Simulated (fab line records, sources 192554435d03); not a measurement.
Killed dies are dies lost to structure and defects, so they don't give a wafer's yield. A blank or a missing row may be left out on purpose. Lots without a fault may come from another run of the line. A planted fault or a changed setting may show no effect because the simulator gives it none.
Which tool did it? | flow n5_finfet | 12 lots, 36 wafers sampled, at 2 steps of a route of 1938

WHAT THE GAUGES READ, wafer by wafer
N5_BEOL_M12_THK_MEAS_50: measures by xrf.
lot  | measured     | on            | M12_THK (nm)
L074 | day 11 07:04 | film_metro-01 | 306 307 311
L077 | day 12 01:40 | film_metro-01 | 306 305 307
L078 | day 12 17:22 | film_metro-02 | 310 311 313
L081 | day 13 00:38 | film_metro-01 | 313 313 308
L085 | day 14 10:48 | film_metro-02 | 309 315 309
L086 | day 14 11:05 | film_metro-02 | 306 319 319
L088 | day 14 18:07 | film_metro-02 | 311 316 316
L091 | day 15 07:16 | film_metro-01 | 310 308 309
L090 | day 15 11:05 | film_metro-01 | 316 305 318
L094 | day 16 11:54 | film_metro-01 | 319 313 317
L093 | day 17 08:16 | film_metro-02 | 312 305 306
L096 | day 17 19:10 | film_metro-01 | 312 319 310

WHICH TOOL RAN EACH LOT (tool, then ch and the chambers of the sampled wafers, then the start)
lot  | N5_BEOL_M12_SPUTTER_45
L074 | pvd_sputter-03, day 11 05:35
L077 | pvd_sputter-03, day 12 00:22
L078 | pvd_sputter-02, day 12 16:30
L081 | pvd_sputter-02, day 12 23:46
L085 | pvd_sputter-02, day 14 09:50
L086 | pvd_sputter-02, day 14 10:14
L088 | pvd_sputter-03, day 14 16:49
L091 | pvd_sputter-01, day 15 06:24
L090 | pvd_sputter-02, day 15 09:49
L094 | pvd_sputter-01, day 16 10:51
L093 | pvd_sputter-02, day 17 07:24
L096 | pvd_sputter-03, day 17 18:18
- N5_BEOL_M12_SPUTTER_45: material Cu, target thk 80 nm, time 13.33 s.

THE ANSWER, worked out from the rows above alone
Rule: what is usual is taken from the lots themselves. Put in order of their means at a reading, lots are off if they are a third of the lots or fewer, leave a main group of 4 or more, and stand apart from it by a gap of 3 or more times the standard deviation of the main group's means; of several such gaps the widest counts. A main group whose means are all the same, to the digits that the tables above print for the reading, isn't used. A lot without any number at a reading at which 4 lots or more have one is off too. The other lots that the step has rows for count as sound.
No lot is off at any reading shown: from this, nothing can be told.

WHAT THE SIMULATOR HAD PUT IN
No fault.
